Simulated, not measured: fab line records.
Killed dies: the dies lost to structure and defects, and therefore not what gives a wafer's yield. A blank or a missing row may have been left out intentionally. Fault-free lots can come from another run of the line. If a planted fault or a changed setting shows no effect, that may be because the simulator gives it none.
Matching of chambers -- flow n5-finfet -- 4 sister chambers for N5_GATE_CUT_SAC_CAP_01 on ald-sin-02
The step material SiNx, target thk 24 nm, pulse time 1 s, ald cycles 480. 4 wafers are shown with their chamber, then 7 later ones without.

## EACH WAFER AND ITS CHAMBER
wafer,chamber,heater-power-w (W)
L079.1,3,749
L080.5,2,954
L085.1,0,851
L085.3,1,811

## WAFERS WITHOUT THEIR CHAMBER
wafer,heater-power-w (W)
L085.5,809
L088.1,845
L088.4,958
L088.5,809
L091.2,786
L091.3,766
L091.5,850

## WHICH CHAMBER EACH ONE RAN IN
wafer,from the rows above,in truth
L085.5,1,1
L088.1,0,0
L088.4,2,2
L088.5,1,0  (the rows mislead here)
L091.2,can't be placed: 1 or 3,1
L091.3,3,3
L091.5,0,0
Correctly placed: 5 of 7. Unplaceable from these rows: 1, with the true chamber sitting among the candidates in 1. Number placed wrongly: 1.
How it was worked out, from the rows above alone: a wafer's distance from a chamber is the root of the sum, over the readings, of the square of ((its reading less the chamber's mean) divided by the reading's scatter). If the next closest chamber is less than 2 further off than the closest, the wafer can't be placed; otherwise it belongs to the closest. A chamber's mean is the mean of its shown wafers. The scatter (one wafer shown for each chamber): square how far every hidden wafer sits from the nearest shown wafer, average those squares and take the square root.
